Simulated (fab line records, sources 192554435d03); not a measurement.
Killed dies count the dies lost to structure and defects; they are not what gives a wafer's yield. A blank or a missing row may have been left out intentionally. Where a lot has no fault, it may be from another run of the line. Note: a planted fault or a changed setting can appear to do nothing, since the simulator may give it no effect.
fab line records | flow n5-finfet
record lots=7 wafers=21
route steps=1938 shown BEOL_M3@938 BEOL_M5@1130
start-h: the number of hours between the record's first day and the start of the first shown wafer of the lot | wait-h: time in hours since the lot's previous step | " unchanged from the row above | L1.1+2: a single row standing in for several wafers | - no value present, or no start provided | * or withheld: withheld | < > ~ a bound
route shown NAME@n: names a module that has steps shown in the file, with the first one's number in the route | usual: average and standard deviation across the fault-free wafers | same: alike in all rows | chamber/n: place in a boat | sites: readings site by site | _std_site: their standard deviation | _edge_site: the outer-site mean with the inner-site mean subtracted | radius-mm: how far each site lies from the wafer's centre | mask NAME#n: copy n | behind: the last tool/chamber to shape the wafer | hold: cause of the lot's hold/its duration in hours/its outcome | device: transistor that didn't switch, given as n, p or np | end of line: tests of these same wafers at the route's end | where a step has no rows: the recipe by itself | killed: the dies lost at the first sort to structure and to defects; this is not the yield of the wafer | map: dies across one wafer; x = killed, . = not, _ = none there
set.NAME: setting as actually run; set.NAME@STEP: the setting as run at that earlier step | model.NAME: the simulator's own value behind a step, which no gauge read
lots whose settings were changed on purpose; a table a step, a row a wafer
## steps
# step N5_BEOL_M3_COAT_05
# recipe resist=CAR-EUV spin-rpm=1500 resist-thk-nm=30
# columns lot.wafer tool chamber start-h wait-h set.spin-rpm model.CAR-EUV_of_BEOL_M3_COAT_05.thk-nm
L076.1+2+5 litho-track-04 0 - - 1500 30
L077.3+6 litho-track-01 0 - - 1356 31.6
L077.4 " 0 " " 1500 30
L082.2+4+5 litho-track-04 0 - - 1500 30
L084.1+4 litho-track-01 0 - - 1500 29.8
L084.3 " 0 " " 1457 30.2
L085.1 litho-track-05 0 - - 1500 30
L085.4+5 " 0 " " 1570 29.2
L097.1+3+4 litho-track-01 0 - - 1500 30
L096.2 litho-track-04 0 - - 1500 30
L096.5+6 " 0 " " 1383 31.2
# step N5_BEOL_M3_EBR_07
# recipe solvent=PGMEA ebr-width-mm=1.5
# step N5_BEOL_M3_SOFTBAKE_06
# recipe temp-c=110 time-s=60 resist=CAR-EUV
# step N5_BEOL_M3_EXPOSE_08
# recipe mask-id=M3 na=0.33 source-shape=dipole sigma-inner=0.369 sigma-outer=0.767 polarization=unpolarized dose-mj=33
# step N5_BEOL_M3_PEB_09
# recipe peb-temp-c=100 peb-time-s=60 resist=CAR-EUV
# step N5_BEOL_M3_DEVELOP_10
# recipe develop-time-s=30 developer=TMAH resist=CAR-EUV rinse-liquid=surfactant-rinse dry=air-spin dev-temp-c=23
# columns lot.wafer tool chamber start-h wait-h set.spin-rpm@BEOL_M3_COAT_05 model.CAR-EUV_of_BEOL_M3_COAT_05.thk-nm
L076.1+2+5 litho-track-05 0 - - 1500 29.6
L077.3+6 litho-track-05 0 - - 1356 31.2
L077.4 " 0 " " 1500 29.6
L082.2+4 litho-track-01 0 - - 1500 29.6
L082.5 " 0 " " 1500 29.4
L084.1+4 litho-track-05 0 - - 1500 29.4
L084.3 " 0 " " 1457 29.8
L085.1 litho-track-05 0 - - 1500 29.6
L085.4+5 " 0 " " 1570 28.8
L097.1+4 litho-track-01 0 - - 1500 29.6
L097.3 " 0 " " 1500 29.4
L096.2 litho-track-01 0 - - 1500 29.4
L096.5+6 " 0 " " 1383 30.8
# step N5_BEOL_M3_DESCUM_16
# recipe chemistry=O2 time-s=7 source-power-w=50 bias-power-w=20 pressure-mtorr=20 rf-frequency-hz=2.712e+07 temp-c=40 resist=CAR-EUV o2-flow-sccm=225
# columns lot.wafer tool chamber start-h wait-h set.spin-rpm@BEOL_M3_COAT_05 model.CAR-EUV_of_BEOL_M3_COAT_05.thk-nm
L076.1 rie-diel-06 3 155.54 0.0 1500 26
L076.2+5 " 1 " " 1500 26.2
L077.3 rie-diel-06 0 164.48 0.4 1356 27.6
L077.4 " 3 " " 1500 26.2
L077.6 " 2 " " 1356 27.8
L082.2 rie-diel-03 1 192.38 0.0 1500 26.2
L082.4+5 " 3,1 " " 1500 26
L084.1 rie-diel-03 2 197.60 0.0 1500 25.8
L084.3 " 3 " " 1457 26.2
L084.4 " 1 " " 1500 26
L085.1 rie-diel-03 3 210.01 0.1 1500 26
L085.4+5 " 0 " " 1570 25.4
L097.1 rie-diel-01 3 290.57 0.0 1500 26.2
L097.3+4 " 0,1 " " 1500 26
L096.2 rie-diel-03 0 300.25 0.0 1500 26
L096.5+6 " 0,3 " " 1383 27.2
# step N5_BEOL_M3_ETCH_74
# recipe chemistry=N2/H2 target=underlayer target-depth-a=65 mask-material=CAR-EUV time-s=5.2 ion-energy-ev=200 pressure-mtorr=30 source-w=840 bias-w=150 n2-flow-sccm=200 h2-flow-sccm=200 ends=cleared
# columns lot.wafer tool chamber start-h wait-h set.spin-rpm@BEOL_M3_COAT_05 model.CAR-EUV_of_BEOL_M3_COAT_05.thk-nm
L076.1+2+5 rie-diel-06 3,1,1 155.57 0.0 1500 20.4
L077.3+6 rie-diel-06 0,2 164.51 0.0 1356 22
L077.4 " 3 " " 1500 20.6
L082.2+4 rie-diel-03 1,3 192.42 0.0 1500 20.4
L082.5 " 1 " " 1500 20.2
L084.1+4 rie-diel-03 2,1 197.63 0.0 1500 20.2
L084.3 " 3 " " 1457 20.4
L085.1 rie-diel-03 3 210.05 0.0 1500 20.2
L085.4+5 " 0 " " 1570 19.6
L097.1+4 rie-diel-01 3,1 290.61 0.0 1500 20.4
L097.3 " 0 " " 1500 20.2
L096.2 rie-diel-03 0 300.28 0.0 1500 20.4
L096.5 " 0 " " 1383 21.6
L096.6 " 3 " " 1383 21.4
# step N5_BEOL_M5_ETCH_72
# recipe chemistry=N2/H2 target=underlayer target-depth-a=65 mask-material=CAR-EUV time-s=5.2 ion-energy-ev=200 pressure-mtorr=30 source-w=840 bias-w=150 n2-flow-sccm=200 h2-flow-sccm=200 ends=cleared
# usual etch-rf-on-time-s=5.20/0.13 rf-vpp-V=524.1/2.5
# columns lot.wafer tool chamber start-h wait-h set.bias-w etch-rf-on-time-s rf-vpp-V
L076.1 rie-diel-03 3 174.42 0.0 150 5.19 525.7
L076.2 " 2 " " 170.3 4.96 569.7
L076.5 " 3 " " 170.3 4.86 567.9
L077.3 rie-diel-03 1 188.86 0.0 150 5.29 523.9
L077.4 " 2 " " 150 5.22 522.6
L077.6 " 3 " " 150 5.09 526.1
L082.2 rie-diel-01 1 214.85 0.0 150 5.34 525.9
L082.4 " 3 " " 150 5.39 521.2
L082.5 " 0 " " 173.2 4.73 572.8
L084.1 rie-diel-03 1 220.32 0.0 150 5.29 527.3
L084.3 " 0 " " 150 5.15 527.6
L084.4 " 0 " " 150 5.13 526.0
L085.1 rie-diel-01 1 229.86 0.0 150 5.28 527.1
L085.4 " 3 " " 150 5.36 521.3
L085.5 " 3 " " 158.4 5.22 536.2
L097.1 rie-diel-01 1 316.82 0.0 150 5.29 526.0
L097.3 " 2 " " 150 5.04 524.6
L097.4 " 2 " " 150 5.05 524.9
L096.2 rie-diel-03 3 324.67 0.0 175.7 4.82 580.1
L096.5 " 0 " " 150 5.12 525.3
L096.6 " 3 " " 175.7 4.74 582.8
# step N5_BEOL_M5_COAT_66
# recipe resist=SiARC temp-c=220 time-s=60 spin-rpm=1500 resist-thk-nm=12
# columns lot.wafer tool chamber start-h wait-h set.spin-rpm model.SiARC_of_BEOL_M5_COAT_66.thk-nm
L076.1+2 litho-track-05 0 - - 1500 12
L076.5 " 0 " " 1352 12.6
L077.3 litho-track-04 0 - - 1344 12.8
L077.4 " 0 " " 1344 12.6
L077.6 " 0 " " 1500 12
L082.2+5 litho-track-05 0 - - 1500 12
L082.4 " 0 " " 1341 12.8
L084.1 litho-track-02 0 - - 1646 11.4
L084.3+4 " 0 " " 1500 12
L085.1 litho-track-05 0 - - 1349 12.6
L085.4 " 0 " " 1349 12.8
L085.5 " 0 " " 1500 12
L097.1+3+4 litho-track-05 0 - - 1500 12
L096.2+6 litho-track-02 0 - - 1656 11.4
L096.5 " 0 " " 1500 12
# step N5_BEOL_M5_COAT_74
# recipe resist=underlayer temp-c=205 time-s=60 spin-rpm=1500 resist-thk-nm=5
# step N5_BEOL_M5_COAT_22
# recipe resist=CAR-EUV spin-rpm=1500 resist-thk-nm=30
# step N5_BEOL_M5_DESCUM_33
# recipe chemistry=O2 time-s=7 source-power-w=50 bias-power-w=20 pressure-mtorr=20 rf-frequency-hz=2.712e+07 temp-c=40 resist=CAR-EUV o2-flow-sccm=225
# step N5_BEOL_M5_ETCH_75
# recipe chemistry=N2/H2 target=underlayer target-depth-a=65 mask-material=CAR-EUV time-s=5.2 ion-energy-ev=200 pressure-mtorr=30 source-w=840 bias-w=150 n2-flow-sccm=200 h2-flow-sccm=200 ends=cleared
# step N5_BEOL_M5_ETCH_67
# recipe chemistry=CF4 target=SiARC target-depth-a=156 mask-material=CAR-EUV time-s=26 ion-energy-ev=80 pressure-mtorr=40 source-w=545 bias-w=36 Ar_flow_sccm=100 cf4-flow-sccm=100 ends=cleared
# columns lot.wafer tool chamber start-h wait-h set.spin-rpm@BEOL_M5_COAT_66 model.etch.depth-nm model.CAR-EUV_of_BEOL_M5_COAT_22.thk-nm
L076.1 rie-diel-06 3 175.36 0.0 1500 12.04 11.2
L076.2 " 2 " " 1500 11.99 11.2
L076.5 " 3 " " 1352 12.65 10.8
L077.3 rie-diel-01 3 189.77 0.0 1344 12.72 10.6
L077.4 " 0 " " 1344 12.69 10.4
L077.6 " 1 " " 1500 12.04 11
L082.2+5 rie-diel-03 3 216.64 0.0 1500 12.05 11
L082.4 " 0 " " 1341 12.77 10.6
L084.1 rie-diel-03 3 222.13 0.0 1646 11.42 11.4
L084.3 " 1 " " 1500 11.97 11.2
L084.4 " 1 " " 1500 11.99 11.2
L085.1 rie-diel-03 1 233.69 0.0 1349 12.7 10.8
L085.4 " 0 " " 1349 12.73 10.8
L085.5 " 3 " " 1500 12.05 11
L097.1 rie-diel-03 0 319.69 0.0 1500 12.04 11.4
L097.3 " 2 " " 1500 11.98 11.2
L097.4 " 0 " " 1500 12.03 11.2
L096.2 rie-diel-01 3 325.56 0.0 1656 11.42 11.4
L096.5 " 1 " " 1500 12 11
L096.6 " 2 " " 1656 11.41 11.6
# step N5_BEOL_M5_ETCH_68
# recipe chemistry=N2/H2 target=SOC target-depth-a=800 overetch-a=160 mask-material=SiARC temp-c=40 time-s=120 ion-energy-ev=200 pressure-mtorr=30 source-w=840 bias-w=150 n2-flow-sccm=200 h2-flow-sccm=200
# columns lot.wafer tool chamber start-h wait-h set.spin-rpm@BEOL_M5_COAT_66 model.SiARC_of_BEOL_M5_COAT_66.thk-nm
L076.1 rie-diel-06 3 175.39 0.0 1500 6.2
L076.2 " 2 " " 1500 6.4
L076.5 " 3 " " 1352 6.8
L077.3 rie-diel-01 3 189.80 0.0 1344 7.6
L077.4 " 0 " " 1344 7
L077.6 " 1 " " 1500 6.6
L082.2+5 rie-diel-03 3 216.67 0.0 1500 6.6
L082.4 " 0 " " 1341 7
L084.1 rie-diel-03 3 222.16 0.0 1646 6
L084.3+4 " 1 " " 1500 6.6
L085.1 rie-diel-03 1 233.72 0.0 1349 7.4
L085.4 " 0 " " 1349 7
L085.5 " 3 " " 1500 6.4
L097.1 rie-diel-03 0 319.74 0.0 1500 6.4
L097.3+4 " 2,0 " " 1500 6.2
L096.2 rie-diel-01 3 325.59 0.0 1656 6.2
L096.5 " 1 " " 1500 6.6
L096.6 " 2 " " 1656 5.6
# step N5_BEOL_M5_TRENCH_ETCH_37
# recipe chemistry=C4F6/O2 target-depth-a=716.52 target=SiCOH_lowk time-s=24.7 ion-energy-ev=250 pressure-mtorr=30 source-w=345 bias-w=185 Ar_flow_sccm=300 C4F6_flow_sccm=10 O2_flow_sccm=10
# columns lot.wafer tool chamber start-h wait-h set.time-s model.etch.depth-nm model.BEOL_M5.feature-depth-nm
L076.1 rie-diel-06 3 - - 24.7 72.3 72.4
L076.2 " 2 " " 24.7 72.31 72.4
L076.5 " 3 " " 24.7 71.62 71.6
L077.3 rie-diel-01 3 - - 24.7 69.1 69
L077.4 " 0 " " 19.82 58.4 58.4
L077.6 " 1 " " 24.7 71.07 71
L082.2 rie-diel-03 3 - - 24.7 70.92 71
L082.4 " 0 " " 19.3 56.31 56.4
L082.5 " 3 " " 19.3 55.54 55.6
L084.1 rie-diel-03 3 - - 24.7 71.41 71.4
L084.3 " 1 " " 24.7 70.87 70.8
L084.4 " 1 " " 24.7 69.63 69.6
L085.1 rie-diel-03 1 - - 24.7 71.46 71.4
L085.4 " 0 " " 24.7 73.33 73.4
L085.5 " 3 " " 24.7 71.99 72
L097.1 rie-diel-03 0 - - 24.7 72.73 72.8
L097.3 " 2 " " 24.7 73.73 73.8
L097.4 " 0 " " 24.7 73.04 73
L096.2 rie-diel-01 3 - - 20.76 57.83 57.8
L096.5 " 1 " " 20.76 59.62 59.6
L096.6 " 2 " " 24.7 72.42 72.4
# step N5_BEOL_M5_ETCH_41
# recipe chemistry=CH3F/O2 target=SiCN target-depth-a=315 taper-deg=2 time-s=56.7 ion-energy-ev=120 mask-material=TiN pressure-mtorr=30 source-w=395 bias-w=75 Ar_flow_sccm=150 CH3F_flow_sccm=30 O2_flow_sccm=20
# usual rf-vpp-V=297.5/1.3
# columns lot.wafer tool chamber start-h wait-h set.source-w rf-vpp-V model.etch.depth-nm
L076.1 rie-diel-06 3 - - 366.2 307.1 21.17
L076.2 " 2 " " 395 297.7 21.8
L076.5 " 3 " " 395 301.0 21.84
L077.3 rie-diel-01 3 - - 395 296.5 20.49
L077.4 " 0 " " 464.9 281.7 23.24
L077.6 " 1 " " 395 298.4 21.22
L082.2 rie-diel-03 3 - - 395 298.5 21.56
L082.4 " 0 " " 395 298.8 21.97
L082.5 " 3 " " 395 297.2 21.59
L084.1 rie-diel-03 3 - - 395 298.2 21.72
L084.3 " 1 " " 395 299.9 21.22
L084.4 " 1 " " 395 298.7 21.34
L085.1 rie-diel-03 1 - - 395 297.0 21.27
L085.4 " 0 " " 395 298.3 22
L085.5 " 3 " " 395 297.8 21.68
L097.1 rie-diel-03 0 - - 395 298.5 22.03
L097.3 " 2 " " 395 295.8 22.34
L097.4 " 0 " " 395 299.1 22.05
L096.2 rie-diel-01 3 - - 395 294.1 20.91
L096.5 " 1 " " 395 296.7 21.47
L096.6 " 2 " " 459.4 282.0 23.29
# step N5_BEOL_M5_STRIP_91
# recipe chemistry=N2/H2 time-s=10 power-w=450 temp-c=40 pressure-mtorr=20 rf-frequency-hz=6e+07 bias-power-w=7 n2-flow-sccm=200 h2-flow-sccm=200
# step N5_BEOL_M5_OCD_MEAS_38
# usual trench-depth-nm=71.6/1.5
# columns lot.wafer tool chamber start-h wait-h set.time-s@BEOL_M5_TRENCH_ETCH_37 trench-depth-nm
L076.1 ocd-02 - 175.73 - 24.7 72.7
L076.2 " - " " 24.7 71.9
L076.5 " - " " 24.7 71.3
L077.3 ocd-01 - 190.14 - 24.7 69.2
L077.4 " - " " 19.82 58.3
L077.6 " - " " 24.7 70.7
L082.2 ocd-02 - 217.01 - 24.7 71.0
L082.4 " - " " 19.3 56.9
L082.5 " - " " 19.3 55.4
L084.1 ocd-02 - 222.50 - 24.7 71.5
L084.3 " - " " 24.7 70.8
L084.4 " - " " 24.7 69.4
L085.1 ocd-01 - 234.06 - 24.7 71.4
L085.4 " - " " 24.7 73.3
L085.5 " - " " 24.7 72.0
L097.1 ocd-02 - 320.24 - 24.7 72.7
L097.3 " - " " 24.7 73.8
L097.4 " - " " 24.7 73.1
L096.2 ocd-01 - 325.93 - 20.76 57.4
L096.5 " - " " 20.76 59.6
L096.6 " - " " 24.7 72.3
# step N5_BEOL_M5_HM_STRIP_39
# recipe chemistry=peroxide-tin-strip material=TiN target-depth-a=250 temp-c=50 time-s=158
# step N5_BEOL_M5_SRD_40
# recipe time-s=30 temp-c=23 rinse-liquid=diw dry=ipa-marangoni
# step N5_BEOL_M5_ECD_50
# recipe material=Cu target-thk-a=3000
# step N5_BEOL_M5_ANNEAL_51
# recipe temp-c=225 time-s=90 ambient=N2
# step N5_BEOL_M5_CMP_52
# recipe stop-on=SiCOH_lowk t-overpolish-s=6.9 down-force-psi=1 platen-rpm=50 clearing-platen-down-force-psi=1.5 clearing-platen-rpm=50 post-cmp-clean=cu-alkaline target-thk-nm=62 clearing-platen-pad-velocity-m-s=0.99484 pad-velocity-m-s=0.99484
# columns lot.wafer tool chamber start-h wait-h set.time-s@BEOL_M5_TRENCH_ETCH_37 model.Cu_of_BEOL_M5_ECD_50.thk-nm
L076.2 cmp-02 1 181.90 0.2 24.7 62.6
L076.1 " 2 " " 24.7 63.2
L076.5 " 2 " " 24.7 61.8
L077.3 cmp-04 2 196.85 0.2 24.7 59
L077.4 " 1 " " 19.82 49.4
L077.6 " 3 " " 24.7 62.4
L082.4 cmp-04 2 224.01 0.5 19.3 47.4
L082.2 " 1 " " 24.7 60.4
L082.5 " 2 " " 19.3 45.4
L084.1 cmp-04 3 234.16 0.3 24.7 63.4
L084.3 " 0 " " 24.7 60.6
L084.4 " 1 " " 24.7 60.4
L085.1 cmp-02 3 240.81 0.3 24.7 61.4
L085.4 " 0 " " 24.7 62.6
L085.5 " 0 " " 24.7 61
L097.4 cmp-04 2 326.90 0.1 24.7 62.8
L097.1 " 3 " " 24.7 63
L097.3 " 0 " " 24.7 64
L096.2 cmp-04 0 333.62 0.2 20.76 47.2
L096.5 " 3 " " 20.76 49.2
L096.6 " 0 " " 24.7 61.4
# step N5_BEOL_M5_THK_MEAS_53
# recipe thk-meas-gauge=xrf reads=Cu_of_BEOL_M5_ECD_50
# usual M5_THK=62.3/1.8
# columns lot.wafer tool chamber start-h wait-h set.time-s@BEOL_M5_TRENCH_ETCH_37 M5_THK[nm]
L076.1 film-metro-02 - 182.19 - 24.7 63.7
L076.2 " - " " 24.7 63.1
L076.5 " - " " 24.7 62.4
L077.3 film-metro-01 - 197.14 - 24.7 59.8
L077.4 " - " " 19.82 50.3
L077.6 " - " " 24.7 63.3
L082.2 film-metro-01 - 224.31 - 24.7 61.8
L082.4 " - " " 19.3 48.3
L082.5 " - " " 19.3 46.4
L084.1 film-metro-02 - 234.45 - 24.7 63.5
L084.3 " - " " 24.7 60.9
L084.4 " - " " 24.7 60.7
L085.1 film-metro-01 - 241.11 - 24.7 62.0
L085.4 " - " " 24.7 63.4
L085.5 " - " " 24.7 61.6
L097.1 film-metro-01 - 327.19 - 24.7 63.7
L097.3 " - " " 24.7 64.5
L097.4 " - " " 24.7 63.4
L096.2 film-metro-01 - 333.88 - 20.76 48.0
L096.5 " - " " 20.76 49.7
L096.6 " - " " 24.7 62.3
# step N5_BEOL_M5_PRE_CLEAN_77
# recipe gas=NH3/H2 time-s=15 temp-c=* rf-power-w=300
# step N5_BEOL_M5_CO_CAP_78
# recipe material=Co target-thk-a=20 temp-c=200 precursor=CCTBA/H2 pressure-torr=30 time-s=102.1
# step N5_BEOL_M5_PRE_CLEAN_55
# recipe gas=NH3 time-s=15 temp-c=withheld rf-power-w=300
# step N5_BEOL_M5_DEP_56
# recipe material=SiCN target-thk-a=80 temp-c=withheld precursor=3MS/NH3 pressure-torr=3 rf-w=202 time-s=14
# step N5_BEOL_M5_RS_MEAS_57
# recipe thk-meas-gauge=four-point-probe reads=Co_of_BEOL_M5_CO_CAP_78+Cu_of_BEOL_M5_ECD_50+Co_of_BEOL_M5_CVD_47+TaN_of_BEOL_M5_ALD_86
# usual M5_RS=0.391/0.014
# columns lot.wafer tool chamber start-h wait-h set.time-s@BEOL_M5_TRENCH_ETCH_37 M5_RS[ohm/sq]
L076.1 film-metro-01 - 182.45 0.0 24.7 0.378
L076.2 " - " " 24.7 0.383
L076.5 " - " " 24.7 0.389
L077.3 film-metro-02 - 197.40 0.1 24.7 0.411
L077.4 " - " " 19.82 0.512
L077.6 " - " " 24.7 0.383
L082.2 film-metro-02 - 224.70 0.1 24.7 0.399
L082.4 " - " " 19.3 0.539
L082.5 " - " " 19.3 0.568
L084.1 film-metro-01 - 234.74 0.1 24.7 0.376
L084.3 " - " " 24.7 0.397
L084.4 " - " " 24.7 0.398
L085.1 film-metro-01 - 241.40 0.0 24.7 0.392
L085.4 " - " " 24.7 0.383
L085.5 " - " " 24.7 0.395
L097.1 film-metro-01 - 327.45 0.0 24.7 0.379
L097.3 " - " " 24.7 0.373
L097.4 " - " " 24.7 0.381
L096.2 film-metro-01 - 334.19 0.1 20.76 0.542
L096.5 " - " " 20.76 0.515
L096.6 " - " " 24.7 0.391
## key
split step=N5_BEOL_M3_COAT_05 setting=spin-rpm stated=1500 by=wafer
response step=N5_BEOL_M3_COAT_05 reading=model.CAR-EUV_of_BEOL_M3_COAT_05.thk-nm change=-0.162 per=1% r=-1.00
response step=N5_BEOL_M3_DEVELOP_10 reading=model.CAR-EUV_of_BEOL_M3_COAT_05.thk-nm change=-0.17 per=1% r=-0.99
response step=N5_BEOL_M3_DESCUM_16 reading=model.CAR-EUV_of_BEOL_M3_COAT_05.thk-nm change=-0.15 per=1% r=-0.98
response step=N5_BEOL_M3_ETCH_74 reading=model.CAR-EUV_of_BEOL_M3_COAT_05.thk-nm change=-0.139 per=1% r=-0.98
split step=N5_BEOL_M5_ETCH_72 setting=bias-w stated=150 by=wafer
response step=N5_BEOL_M5_ETCH_72 reading=etch-rf-on-time-s change=* per=1% r=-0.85
response step=N5_BEOL_M5_ETCH_72 reading=rf-vpp-V change=+3.18 per=1% r=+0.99
split step=N5_BEOL_M5_COAT_66 setting=spin-rpm stated=1500 by=wafer
response step=N5_BEOL_M5_COAT_66 reading=model.SiARC_of_BEOL_M5_COAT_66.thk-nm change=-0.0656 per=1% r=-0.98
response step=N5_BEOL_M5_ETCH_67 reading=model.etch.depth-nm change=-0.0628 per=1% r=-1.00
response step=N5_BEOL_M5_ETCH_67 reading=model.CAR-EUV_of_BEOL_M5_COAT_22.thk-nm change=+0.0362 per=1% r=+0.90
response step=N5_BEOL_M5_ETCH_68 reading=model.SiARC_of_BEOL_M5_COAT_66.thk-nm change=-0.0605 per=1% r=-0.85
split step=N5_BEOL_M5_TRENCH_ETCH_37 setting=time-s stated=24.7 by=wafer
response step=N5_BEOL_M5_TRENCH_ETCH_37 reading=model.etch.depth-nm change=+0.692 per=1% r=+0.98
response step=N5_BEOL_M5_TRENCH_ETCH_37 reading=model.BEOL_M5.feature-depth-nm change=+0.691 per=1% r=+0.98
response step=N5_BEOL_M5_OCD_MEAS_38 reading=trench-depth-nm change=+0.691 per=1% r=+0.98
response step=N5_BEOL_M5_CMP_52 reading=model.Cu_of_BEOL_M5_ECD_50.thk-nm change=+0.659 per=1% r=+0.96
response step=N5_BEOL_M5_THK_MEAS_53 reading=M5_THK change=+0.671 per=1% r=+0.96
response step=N5_BEOL_M5_RS_MEAS_57 reading=M5_RS change=-0.00697 per=1% r=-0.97
split step=N5_BEOL_M5_ETCH_41 setting=source-w stated=395 by=wafer
response step=N5_BEOL_M5_ETCH_41 reading=rf-vpp-V change=-0.874 per=1% r=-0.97
response step=N5_BEOL_M5_ETCH_41 reading=model.etch.depth-nm change=+0.129 per=1% r=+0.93
